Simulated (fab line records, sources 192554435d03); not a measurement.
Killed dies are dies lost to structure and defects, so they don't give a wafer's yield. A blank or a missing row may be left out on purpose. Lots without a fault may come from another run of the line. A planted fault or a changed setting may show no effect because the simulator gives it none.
fab line records | flow n5_finfet
record lots=8 wafers=24 last_day=18
route steps=1938 shown BEOL_M3@955 BEOL_M4@1111 PASSIVATION@1936
lots that met no fault: from a run of the same line without faults
start_h: hours from the record's first day to the start of the lot's first wafer shown | wait_h: hours since the lot's step before | " the same as in the row above | L1.1+2: a row that stands for several wafers | - no value, or no start given | * or withheld: withheld | < > ~ a bound
route shown NAME@n: a module of which the file shows steps, and the number in the route of the first | usual: mean/standard deviation of fault-free wafers | same: alike in all rows | chamber/n: place in a boat | sites: the reading at each site | _std_site: their standard deviation | _edge_site: outer sites' mean less inner sites' | radius_mm: how far each site lies from the wafer's centre | mask NAME#n: copy n | behind: the tool/chamber that last shaped the wafer | hold: why the lot was held/for how many hours/how that ended | device: the transistor (n, p or np) that didn't switch | end of line: the same wafers' tests at the end of the route | a step without rows: its recipe alone | killed: dies lost to structure and defects at the first sort, not the wafer's yield | map: a wafer's dies, x killed, . not, _ none there
set.NAME: the setting as run; set.NAME@STEP: as run at that earlier step | model.NAME: the simulator's own value behind a step, which no gauge read
steps of the route over a sample of lots; a table a step, a row a wafer
services: from which hour (start_h, from the record's first day; less than 0 if before it) a tool's chamber was out of use, for how many hours, and why
## steps
# step N5_BEOL_M3_STRIP_19
# recipe chemistry=O2 power_w=400 temp_c=40 pressure_mtorr=30 rf_frequency_hz=6e+07 bias_power_w=0 overash_fraction=0.2 o2_flow_sccm=225
# usual drypump_motor_current_A=5.6/0.42 oes_product_au=0.76/0.074 rf_vpp_V=3.6/0.46 showerhead_plenum_p_Torr=2.11/0.055 throttle_valve_pct=16.80/0.21
# columns lot.wafer tool chamber start_h wait_h drypump_motor_current_A oes_product_au rf_hours_counter_h rf_vpp_V showerhead_plenum_p_Torr throttle_valve_pct
L824.1 rie_diel-03 3 152.37 0.1 5.6 0.77 152 4.5 2.19 17.03
L824.5 " 1 " " 5.1 0.78 - 4.0 2.12 16.82
L824.6 " 2 " " 5.1 0.68 - 3.3 2.15 16.65
L834.2 rie_diel-05 2 209.70 0.1 5.2 0.71 184 3.0 2.10 16.68
L834.3 " 3 " " 5.8 0.74 171 3.8 2.09 16.80
L834.5 " 3 " " 5.8 0.73 - 4.3 2.09 16.79
L839.1 rie_diel-03 3 249.52 0.1 5.6 0.74 180 3.5 2.18 17.09
L839.3 " 1 " " 5.1 0.75 171 3.4 2.11 16.87
L839.4 " 0 " " 5.5 0.84 77 3.5 2.04 16.66
L841.1 rie_diel-05 3 258.12 0.1 5.9 0.73 184 3.7 2.08 16.80
L841.2 " 2 " " 5.2 0.71 199 3.2 2.09 16.69
L841.3 " 0 " " 5.8 0.72 210 3.2 2.19 17.00
L843.2 rie_diel-03 0 276.96 0.1 5.5 0.84 85 2.9 2.04 16.70
L843.4 " 3 " " 5.6 0.75 188 4.0 2.18 17.10
L843.5 " 0 " " 5.5 0.84 - 3.6 2.04 16.70
L842.1 rie_diel-04 0 283.37 0.1 6.1 0.71 220 4.0 2.08 16.80
L842.4 " 1 " " 5.5 0.75 143 2.9 2.10 17.05
L842.5 " 1 " " 5.6 0.75 - 3.4 2.10 17.03
L845.2 rie_diel-05 0 295.38 0.2 5.8 0.70 225 4.6 2.18 17.02
L845.3 " 3 " " 5.8 0.72 198 3.6 2.08 16.84
L845.6 " 0 " " 5.8 0.70 - 3.9 2.18 17.01
L846.1 rie_diel-04 0 303.30 0.1 6.1 0.70 227 3.5 2.07 16.82
L846.5 " 0 " " 6.1 0.71 - 2.9 2.07 16.83
L846.6 " 2 " " 6.5 0.94 - 3.5 2.24 16.23
# step N5_BEOL_M3_ETCH_77
# recipe chemistry=N2/H2 target=underlayer target_depth_a=65 mask_material=CAR-EUV time_s=5.2 ion_energy_ev=200 pressure_mtorr=30 source_w=840 bias_w=150 n2_flow_sccm=200 h2_flow_sccm=200 ends=cleared
# usual drypump_motor_current_A=5.5/0.37 etch_rf_on_time_s=5.22/0.16 n2_flow_sccm=200.0/0.56 oes_product_au=0.64/0.061 rf_fwd_power_W=819.5/2.5 rf_vpp_V=524.0/2.1 showerhead_plenum_p_Torr=2.54/0.059 throttle_valve_pct=17.92/0.19
# columns lot.wafer tool chamber start_h wait_h drypump_motor_current_A etch_rf_on_time_s n2_flow_sccm oes_product_au rf_fwd_power_W rf_hours_counter_h rf_vpp_V showerhead_plenum_p_Torr throttle_valve_pct
L824.1 rie_diel-05 0 153.26 0.0 5.8 5.14 199.2 0.62 822.8 184 525.0 2.63 17.91
L824.5 " 0 " " 5.8 5.14 200.3 0.62 823.7 - 525.2 2.63 17.88
L824.6 " 1 " " 5.5 5.50 200.3 0.59 821.0 - 523.4 2.54 18.03
L834.2 rie_diel-03 3 210.37 0.0 5.6 5.02 200.2 0.64 820.1 169 526.3 2.64 18.11
L834.3 " 1 " " 5.1 5.25 199.8 0.64 819.7 162 524.1 2.52 17.85
L834.5 " 1 " " 5.1 5.23 199.8 0.65 822.9 - 521.5 2.52 17.84
L839.1 rie_diel-05 3 250.07 0.0 5.9 5.21 199.9 0.63 819.0 182 525.2 2.54 18.13
L839.3 " 1 " " 5.6 5.56 199.7 0.58 821.6 209 521.9 2.53 18.07
L839.4 " 0 " " 5.8 5.16 199.1 0.61 821.8 208 525.8 2.62 17.93
L841.1 rie_diel-03 0 258.67 0.0 5.5 5.23 199.6 0.71 820.8 80 522.8 2.47 17.91
L841.2 " 3 " " 5.6 5.07 199.8 0.63 819.8 183 526.1 2.63 18.10
L841.3 " 2 " " 5.1 5.10 200.1 0.79 816.9 16 524.8 2.59 17.41
L843.2 rie_diel-05 3 277.58 0.0 5.9 5.23 200.4 0.61 820.9 193 522.9 2.53 18.18
L843.4 " 0 " " 5.8 5.26 199.6 0.60 820.5 219 523.1 2.61 17.94
L843.5 " 2 " " 5.3 5.41 199.8 0.59 818.1 - 524.1 2.51 17.77
L842.1 rie_diel-03 1 283.91 0.0 5.1 5.25 199.4 0.62 815.5 181 524.1 2.51 17.86
L842.4 " 3 " " 5.6 4.94 200.5 0.64 820.5 189 526.9 2.63 18.14
L842.5 " 0 " " 5.5 5.22 199.9 0.71 818.1 - 519.2 2.47 17.90
L845.2 rie_diel-05 0 295.93 0.0 5.8 5.25 200.2 0.59 821.6 225 525.0 2.61 17.96
L845.3 " 3 " " 5.8 5.25 200.5 0.63 825.5 198 522.4 2.53 18.19
L845.6 " 3 " " 5.8 5.21 200.6 0.62 819.6 - 525.4 2.53 18.21
L846.1 rie_diel-03 3 303.98 0.0 5.6 5.04 200.5 0.62 819.4 195 524.4 2.62 18.13
L846.5 " 0 " " 5.5 5.21 199.6 0.70 819.0 - 523.4 2.46 17.93
L846.6 " 1 " " 5.1 5.18 199.8 0.62 822.8 - 525.5 2.51 17.87
# step N5_BEOL_M3_ETCH_69
# recipe chemistry=CF4 target=SiARC target_depth_a=156 mask_material=CAR-EUV time_s=26 ion_energy_ev=80 pressure_mtorr=40 source_w=545 bias_w=36 Ar_flow_sccm=100 cf4_flow_sccm=100 ends=cleared
# usual drypump_motor_current_A=5.5/0.37 etch_rf_on_time_s=26.2/0.68 oes_product_au=0.64/0.06 rf_fwd_power_W=532.4/2.4 rf_vpp_V=184.0/0.99 showerhead_plenum_p_Torr=2.14/0.05 throttle_valve_pct=15.69/0.18
# columns lot.wafer tool chamber start_h wait_h drypump_motor_current_A etch_rf_on_time_s oes_product_au rf_fwd_power_W rf_hours_counter_h rf_vpp_V showerhead_plenum_p_Torr throttle_valve_pct
L824.1 rie_diel-05 0 153.28 0.0 5.8 25.9 0.62 530.3 184 185.9 2.21 15.76
L824.5 " 0 " " 5.8 25.9 0.63 530.9 - 183.8 2.21 15.77
L824.6 " 1 " " 5.6 27.5 0.60 531.6 - 183.8 2.12 15.71
L834.2 rie_diel-03 3 210.39 0.0 5.6 25.4 0.65 532.4 169 186.4 2.22 15.99
L834.3 " 1 " " 5.1 26.7 0.63 536.1 162 185.3 2.15 15.69
L834.5 " 1 " " 5.1 26.6 0.64 537.1 - 183.3 2.15 15.71
L839.1 rie_diel-05 3 250.09 0.0 5.8 26.0 0.63 534.8 182 183.6 2.12 15.72
L839.3 " 1 " " 5.5 27.6 0.58 532.7 209 182.9 2.11 15.74
L839.4 " 0 " " 5.8 26.0 0.61 533.9 208 184.8 2.21 15.82
L841.1 rie_diel-03 0 258.68 0.0 5.5 26.3 0.71 531.1 80 183.7 2.08 15.57
L841.2 " 3 " " 5.6 25.3 0.64 530.9 183 184.6 2.22 16.01
L841.3 " 2 " " 5.1 26.0 0.79 532.2 16 184.8 2.19 15.24
L843.2 rie_diel-05 3 277.60 0.0 5.8 26.0 0.62 536.9 193 184.4 2.12 15.75
L843.4 " 0 " " 5.8 26.0 0.60 534.9 219 185.2 2.20 15.84
L843.5 " 2 " " 5.2 26.6 0.60 530.4 - 184.5 2.12 15.58
L842.1 rie_diel-03 1 283.93 0.0 5.1 26.3 0.62 532.9 181 183.3 2.14 15.72
L842.4 " 3 " " 5.6 25.2 0.64 531.9 189 185.6 2.21 16.02
L842.5 " 0 " " 5.5 26.7 0.70 533.0 - 183.7 2.08 15.58
L845.2 rie_diel-05 0 295.95 0.0 5.8 26.1 0.60 536.8 225 184.6 2.20 15.83
L845.3 " 3 " " 5.8 25.9 0.62 533.5 198 185.5 2.12 15.74
L845.6 " 3 " " 5.8 26.1 0.62 534.9 - 183.5 2.12 15.76
L846.1 rie_diel-03 3 303.99 0.0 5.6 25.5 0.62 530.7 195 185.8 2.21 16.02
L846.5 " 0 " " 5.5 26.4 0.70 531.9 - 183.5 2.08 15.62
L846.6 " 1 " " 5.1 26.3 0.62 536.0 - 183.6 2.14 15.76
# step N5_BEOL_M3_TRENCH_ETCH_37
# recipe chemistry=C4F6/O2 target_depth_a=555.55 target=SiOC time_s=29.2 ion_energy_ev=250 pressure_mtorr=30 source_w=355 bias_w=185 Ar_flow_sccm=300 C4F6_flow_sccm=10 O2_flow_sccm=10
# usual drypump_motor_current_A=5.6/0.47 oes_f_703_au=0.75/0.068 oes_o_777_au=0.76/0.068 oes_product_au=0.76/0.075 rf_fwd_power_W=350.0/1.5 rf_vpp_V=668/14 showerhead_plenum_p_Torr=2.84/0.073 throttle_valve_pct=20.94/0.18
# same time_s=29.2
# columns lot.wafer tool chamber start_h wait_h drypump_motor_current_A oes_f_703_au oes_o_777_au oes_product_au rf_fwd_power_W rf_hours_counter_h rf_vpp_V showerhead_plenum_p_Torr throttle_valve_pct
L824.1 rie_diel-03 1 155.90 - 5.1 0.75 0.79 0.77 351.2 146 679 2.85 20.87
L824.5 " 1 " " 5.1 0.75 0.79 0.76 351.2 - 679 2.85 20.87
L824.6 " 0 " " 5.5 0.85 0.85 0.86 349.9 - 662 2.78 20.84
L834.2 rie_diel-03 0 216.61 - 5.5 0.82 0.82 0.84 349.2 68 662 2.77 20.85
L834.3 " 2 " " 5.1 0.95 0.95 0.97 350.3 4 670 2.92 20.52
L834.5 " 1 " " 5.1 0.73 0.77 0.75 353.0 - 678 2.84 20.89
L839.1 rie_diel-03 3 261.95 - 5.6 0.48 0.50 0.60 137.5 184 827 2.95 21.21
L839.3 " 0 " " 5.5 0.55 0.57 0.68 135.4 81 786 2.77 20.85
L839.4 " 1 " " 5.1 0.50 0.53 0.60 140.1 175 803 2.84 20.89
L841.1 rie_diel-03 3 266.08 - 5.6 0.49 0.50 0.60 137.1 185 826 2.95 21.21
L841.2 " 2 " " 5.1 0.60 0.64 0.76 135.4 17 796 2.91 20.51
L841.3 " 0 " " 5.5 0.54 0.57 0.67 136.8 82 785 2.77 20.84
L843.2 rie_diel-03 0 286.65 - 5.4 0.54 0.56 0.67 135.7 87 785 2.76 20.85
L843.4 " 2 " " 5.1 0.60 0.63 0.75 137.3 23 797 2.91 20.52
L843.5 " 3 " " 5.6 0.48 0.50 0.60 137.3 - 826 2.94 21.22
L842.1 rie_diel-03 2 294.30 - 5.1 0.59 0.62 0.74 135.8 25 798 2.91 20.51
L842.4 " 1 " " 5.1 0.49 0.53 0.59 140.2 183 802 2.83 20.89
L842.5 " 2 " " 5.1 0.59 0.62 0.75 135.3 - 797 2.91 20.52
L845.2 rie_diel-04 2 302.03 - 6.5 0.94 0.94 0.95 349.2 10 679 3.04 20.52
L845.3 " 0 " " 6.2 0.71 0.71 0.71 350.0 227 677 2.83 21.02
L845.6 " 0 " " 6.2 0.72 0.72 0.71 349.5 - 678 2.83 21.02
L846.1 rie_diel-04 1 313.17 - 5.6 0.75 0.76 0.73 350.3 156 647 2.83 21.19
L846.5 " 0 " " 6.1 0.71 0.71 0.70 349.4 - 678 2.83 21.04
L846.6 " 3 " " 5.0 0.93 0.94 0.94 352.8 - 650 2.80 20.77
# step N5_BEOL_M3_OCD_MEAS_38
# usual trench_depth_nm=55.5/1.2
# columns lot.wafer tool chamber start_h wait_h trench_depth_nm
L824.1 ocd-02 - 156.05 - 56.2
L824.5 " - " " 55.7
L824.6 " - " " 53.9
L834.2 ocd-01 - 216.77 - 55.1
L834.3 " - " " 56.6
L834.5 " - " " 55.7
L839.1 ocd-02 - 262.10 - 41.0
L839.3 " - " " 39.0
L839.4 " - " " 38.6
L841.1 ocd-01 - 266.23 - 40.8
L841.2 " - " " 39.4
L841.3 " - " " 38.6
L843.2 ocd-02 - 286.81 - 39.3
L843.4 " - " " 40.0
L843.5 " - " " 40.3
L842.1 ocd-02 - 294.45 - 39.2
L842.4 " - " " 38.4
L842.5 " - " " 39.4
L845.2 ocd-01 - 302.18 - 56.6
L845.3 " - " " 56.5
L845.6 " - " " 56.1
L846.1 ocd-01 - 313.32 - 53.1
L846.5 " - " " 56.1
L846.6 " - " " 55.8
# step N5_BEOL_M4_RC_MEAS_101
# usual DIBL_N=36.2/1.6 DIBL_P=36.1/2 IOFF_N=0.16/0.032 IOFF_P=0.22/0.036 ION_N=672/11 ION_P=463/7.5 SS_N=71.4/0.58 SS_P=73.2/0.67 VT_N=250/3.3 VT_P=-250/3.3
# columns lot.wafer tool chamber start_h wait_h DIBL_N[mV/V] DIBL_P[mV/V] IOFF_N[nA/um] IOFF_P[nA/um] ION_N[uA/um] ION_P[uA/um] SS_N[mV/dec] SS_P[mV/dec] VT_N[mV] VT_P[mV]
L824.1 prober-01 0 175.49 0.0 35.8 35.9 0.15 0.24 678 477 71.1 73.3 249 -246
L824.5 " 0 " " 33.8 32.6 0.11 0.19 659 464 70.3 72.6 253 -251
L824.6 " 0 " " 35.6 34.7 0.15 0.22 672 470 71.3 72.8 248 -247
L834.2 prober-01 0 238.05 0.2 35.3 35.8 0.15 0.24 675 474 71.6 72.6 250 -246
L834.3 " 0 " " 36.7 37.5 0.18 0.27 681 474 72.1 73.8 247 -243
L834.5 " 0 " " 36.0 36.4 0.15 0.24 677 471 71.7 73.5 250 -247
L839.1 prober-02 0 276.46 0.0 34.2 33.8 0.13 0.18 647 455 70.6 72.7 253 -253
L839.3 " 0 " " 33.3 32.6 0.13 0.17 657 459 70.6 72.4 251 -251
L839.4 " 0 " " 36.3 36.6 0.17 0.23 665 457 72.2 73.4 248 -250
L841.1 prober-02 0 286.14 0.0 34.9 35.6 0.14 0.23 668 463 71.3 73.1 253 -246
L841.2 " 0 " " 32.7 32.1 0.12 0.18 677 467 70.6 72.5 251 -248
L841.3 " 0 " " 37.0 37.2 0.19 0.27 681 472 71.7 73.3 245 -244
L843.2 prober-02 0 305.23 0.2 40.5 38.1 0.21 0.27 666 462 71.8 73.7 246 -247
L843.4 " 0 " " 37.6 34.2 0.15 0.20 660 462 71.4 72.6 250 -250
L843.5 " 0 " " 38.3 34.9 0.16 0.20 653 457 71.7 72.8 251 -250
L842.1 prober-02 0 317.33 0.0 35.7 34.4 0.15 0.18 675 458 71.3 73.4 250 -255
L842.4 " 0 " " 35.1 34.1 0.15 0.17 665 449 71.9 73.3 252 -251
L842.5 " 0 " " 36.1 35.5 0.16 0.19 679 455 71.9 73.0 249 -251
L845.2 prober-02 0 323.01 0.2 33.9 34.4 0.12 0.17 661 464 70.6 71.7 254 -253
L845.3 " 0 " " 35.4 37.0 0.14 0.20 679 466 70.3 72.9 253 -249
L845.6 " 0 " " 34.7 36.1 0.13 0.19 669 466 70.5 72.2 254 -252
L846.1 prober-02 0 339.85 0.0 38.7 39.5 0.20 0.25 694 469 72.4 73.6 244 -246
L846.5 " 0 " " 36.5 37.2 0.16 0.22 679 470 72.2 73.4 250 -247
L846.6 " 0 " " 34.7 35.7 0.13 0.20 661 465 71.4 72.2 252 -252
# step N5_PASSIVATION_PROBE_49
# usual defect_limited_yield=91.4/1.3 killed_at_M0_to_M3=34/10 killed_at_M4_up=14/5.6 killed_at_contacts=13/5.9 killed_at_front_end=37/9.9 killed_at_other=3.5/2.8 killed_dies=101/15 killed_open=67/12 killed_short=32/6.6 sort_bin_5_function=5.0/0.81 sort_bin_6_memory=3.2/0.66 sort_n_pass=1079/15 sort_yield_pct=91.4/1.3
# same gross_dies=1180 killed_at_back_side=0 sort_bin_4_leakage[%]=0 sort_bin_8_speed[%]=0
# columns lot.wafer tool chamber start_h wait_h defect_limited_yield[%] killed_at_M0_to_M3 killed_at_M4_up killed_at_contacts killed_at_front_end killed_at_other killed_dies killed_open killed_short sort_bin_5_function[%] sort_bin_6_memory[%] sort_n_pass sort_yield_pct[%]
L834.2 prober-01 - 342.33 0.1 92.4 20 13 21 34 2 90 60 29 4.5 2.9 1090 92.4
L834.3 prober-01 - 342.38 0.1 92.6 17 10 16 36 8 87 52 30 3.6 2.7 1093 92.6
L834.5 prober-01 - 342.48 0.2 92.3 20 11 18 39 3 91 58 30 5.1 2.2 1089 92.3
L839.1 prober-01 - 376.57 0.0 89.5 32 13 18 57 4 124 75 48 6.4 3.6 1056 89.5
L839.3 prober-01 - 376.67 0.1 91.9 53 6 11 26 0 96 69 27 4.1 4.0 1084 91.9
L839.4 prober-01 - 376.72 0.2 89.8 53 10 15 42 0 120 84 36 5.8 3.9 1060 89.8
# killed by level:class
L834.2 MOL_CONTACT_COAG:geometric_particle:open=15 FIN_SAQP:geometric_particle:open=6 MOL_CONTACT_COAG:geometric_particle:short=6 BEOL_M4:geometric_particle:open=6 FIN_SAQP:geometric_particle:short=5 BEOL_M0_SAQP:geometric_particle:open=5 DUMMY_GATE:geometric_particle:open=4 BEOL_M0_SAQP:geometric_particle:short=4
L834.3 MOL_CONTACT_COAG:geometric_particle:open=14 FIN_SAQP:geometric_particle:short=8 FIN_SAQP:geometric_particle:open=7 BEOL_M4:geometric_particle:open=6 STI_FIN_REVEAL:geometric_particle:open=5 HKMG_FIN:area_etch=5 BEOL_M0_SAQP:geometric_particle:short=4 BEOL_M2:geometric_particle:open=4
L834.5 MOL_CONTACT_COAG:geometric_particle:open=15 FIN_SAQP:geometric_particle:open=9 FIN_SAQP:geometric_particle:short=7 BEOL_M0:geometric_particle:open=6 BEOL_M0_SAQP:geometric_particle:open=6 DUMMY_GATE:geometric_particle:open=5 GATE_CUT:geometric_particle:open=4 STARTING-WAFER:geometric_particle:short=4
L839.1 STI_FIN_REVEAL:geometric_particle:open=17 MOL_CONTACT_COAG:geometric_particle:open=11 FIN_SAQP:geometric_particle:short=7 GATE_CUT:geometric_particle:short=7 MOL_CONTACT_COAG:geometric_particle:short=7 BEOL_M0_SAQP:geometric_particle:short=6 BEOL_M0_SAQP:geometric_particle:open=6 FIN_SAQP:geometric_particle:open=5
L839.3 BEOL_M0_SAQP:geometric_particle:open=12 MOL_CONTACT_COAG:geometric_particle:open=11 BEOL_M0_SAQP:geometric_particle:short=10 BEOL_M1:geometric_particle:open=8 BEOL_M3:geometric_particle:open=8 FIN_SAQP:geometric_particle:open=6 BEOL_M2:geometric_particle:open=6 STI_FIN_REVEAL:geometric_particle:open=4
L839.4 MOL_CONTACT_COAG:geometric_particle:open=14 BEOL_M0_SAQP:geometric_particle:short=14 BEOL_M0_SAQP:geometric_particle:open=13 STI_FIN_REVEAL:geometric_particle:open=12 FIN_SAQP:geometric_particle:open=7 BEOL_M1:geometric_particle:open=7 GATE_CUT:geometric_particle:short=6 BEOL_M2:geometric_particle:open=6
## services
# columns tool chamber start_h hours kind
rie_diel-04 3 164.80 1.4 repair
rie_diel-03 2 186.93 - clean
rie_diel-03 2 186.93 - consumable_replace:focus_ring
rie_diel-03 2 186.93 16.4 scheduled_down
rie_diel-03 2 186.93 16.4 vent_cycle
rie_diel-03 1 194.09 2.4 repair
rie_diel-04 3 230.43 - clean
rie_diel-04 3 230.43 - consumable_replace:focus_ring
rie_diel-04 3 230.43 24.4 scheduled_down
rie_diel-04 3 230.43 24.4 vent_cycle
rie_diel-03 1 238.76 4.5 repair
rie_diel-04 2 254.91 - clean
rie_diel-04 2 254.91 - consumable_replace:focus_ring
rie_diel-04 2 254.91 - consumable_replace:showerhead
rie_diel-04 2 254.91 16.8 scheduled_down
rie_diel-04 2 254.91 16.8 vent_cycle
rie_diel-04 3 285.00 27.2 repair
## key
first_sign step=N5_BEOL_M3_TRENCH_ETCH_37 reading=rf_fwd_power_W direction=down sigmas=99+ usual=* struck=*
effect step=N5_BEOL_M3_TRENCH_ETCH_37 reading=rf_vpp_V direction=up sigmas=9.8 usual=668 struck=802
effect step=N5_BEOL_M3_OCD_MEAS_38 reading=trench_depth_nm direction=down sigmas=13 usual=55.5 struck=39.5
met_at N5_BEOL_M3_TRENCH_ETCH_37
struck_lots L839,L841,L842,L843
rows_end L841.1,L841.2,L841.3,L842.1,L842.4,L842.5
not_acting_at N5_BEOL_M3_STRIP_19,N5_BEOL_M3_ETCH_77,N5_BEOL_M3_ETCH_69
onset_between 216.61 261.95
fault kind=process_parameter_drift tool=rie_diel-03 chamber=- onset_h=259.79 steps=N5_BEOL_M3_TRENCH_ETCH_37 channel=source_w offset=-213 shape=step acts_in=these_recipes_only stated=355
# rows_end: these wafers met a further fault down the route, and their rows from its step on are left out
